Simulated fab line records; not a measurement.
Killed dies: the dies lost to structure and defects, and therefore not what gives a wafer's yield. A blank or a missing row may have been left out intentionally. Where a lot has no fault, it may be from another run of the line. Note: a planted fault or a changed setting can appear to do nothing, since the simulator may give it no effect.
Chamber matching / flow n5_finfet / 4 sister chambers for N5_BEOL_M8_STRIP_67 on rie_diel-04
The step strips in CF4. 4 wafers are shown with their chamber, then 7 later ones without.

WAFERS WITH THEIR CHAMBER
wafer=L083.2; chamber=1; showerhead_plenum_p_Torr (Torr)=1.74
wafer=L083.5; chamber=3; showerhead_plenum_p_Torr (Torr)=1.83
wafer=L085.1; chamber=2; showerhead_plenum_p_Torr (Torr)=1.80
wafer=L085.4; chamber=0; showerhead_plenum_p_Torr (Torr)=1.73

WAFERS WITH NO CHAMBER GIVEN
wafer=L085.6; showerhead_plenum_p_Torr (Torr)=1.73
wafer=L081.1; showerhead_plenum_p_Torr (Torr)=1.80
wafer=L081.2; showerhead_plenum_p_Torr (Torr)=1.83
wafer=L081.3; showerhead_plenum_p_Torr (Torr)=1.74
wafer=L095.1; showerhead_plenum_p_Torr (Torr)=1.82
wafer=L095.2; showerhead_plenum_p_Torr (Torr)=1.79
wafer=L095.3; showerhead_plenum_p_Torr (Torr)=1.73

THE CHAMBER EACH PASSED THROUGH
wafer=L085.6; from the rows above=can't be placed: 0 or 1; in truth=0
wafer=L081.1; from the rows above=2; in truth=2
wafer=L081.2; from the rows above=3; in truth=3
wafer=L081.3; from the rows above=can't be placed: 1 or 0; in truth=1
wafer=L095.1; from the rows above=can't be placed: 3 or 2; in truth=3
wafer=L095.2; from the rows above=2; in truth=2
wafer=L095.3; from the rows above=can't be placed: 0 or 1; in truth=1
Correct placement for 3 of the 7. From these rows, 4 cannot be placed; in 4 the true chamber is one of the candidates. Wrongly placed: 0.
How it was worked out, from the rows above alone: a wafer's distance from a chamber is the root of the sum, over the readings, of the square of ((its reading less the chamber's mean) divided by the reading's scatter). If the next closest chamber is less than 2 further off than the closest, the wafer can't be placed; otherwise it belongs to the closest. Each chamber's mean is taken over the wafers shown for it. The scatter (one wafer shown for each chamber): square how far every hidden wafer sits from the nearest shown wafer, average those squares and take the square root.
